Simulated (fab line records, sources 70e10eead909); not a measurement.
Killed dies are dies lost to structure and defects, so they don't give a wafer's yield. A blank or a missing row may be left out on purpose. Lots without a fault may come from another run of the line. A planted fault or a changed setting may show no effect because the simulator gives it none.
Chamber matching | flow nand_harc | NHARC_A_STAIRCASE_CMP_472 on cmp-03: 4 sister chambers
The step polishes SiO2. 14 wafers are shown with their chamber, then 7 later ones without.

WAFERS WITH THEIR CHAMBER
wafer  | chamber | motor_current_A (A)
L077.1 | 0       | 13.2
L077.5 | 1       | 12.1
L077.6 | 0       | 13.2
L079.1 | 2       | 14.3
L079.4 | 1       | 12.1
L079.6 | 2       | 14.6
L082.1 | 2       | 13.9
L082.2 | 3       | 13.2
L082.4 | 1       | 12.7
L083.1 | 0       | 13.5
L083.3 | 3       | 12.7
L083.6 | 0       | 13.6
L089.1 | 0       | 13.4
L089.2 | 3       | 12.2

SIGNATURES (means of the wafers above)
reading         | chamber 0 | chamber 1 | chamber 2 | chamber 3 | scatter within a chamber
motor_current_A | 13.380    | 12.300    | 14.267    | 12.700    | 0.334
Rule: a wafer's distance from a chamber is the root of the sum, over the readings, of the square of ((its reading less the chamber's mean) divided by the reading's scatter). The wafer belongs to the nearest chamber; if the next one is less than 2 further off, it can't be placed. The scatter: the root of (the sum of the squares of (reading less its chamber's mean) over the shown wafers, divided by (wafers less chambers)).

WAFERS WITHOUT THEIR CHAMBER
wafer  | motor_current_A (A)
L089.5 | 14.2
L088.1 | 14.1
L088.3 | 12.7
L088.5 | 13.7
L093.1 | 13.5
L093.2 | 12.9
L093.3 | 13.8

WHICH CHAMBER EACH WENT THROUGH
wafer  | from the rows above          | in truth
L089.5 | 2                            | 2
L088.1 | can't be placed: 2 or 0      | 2
L088.3 | can't be placed: 3 or 1      | 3
L088.5 | can't be placed: 0 or 2      | 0
L093.1 | can't be placed: 0 or 2      | 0
L093.2 | can't be placed: 3 or 0 or 1 | 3
L093.3 | can't be placed: 0 or 2      | 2
Placed correctly: 1 of 7. Can't be placed from these rows: 6 (the true chamber is among the candidates in 6). Placed wrongly: 0.
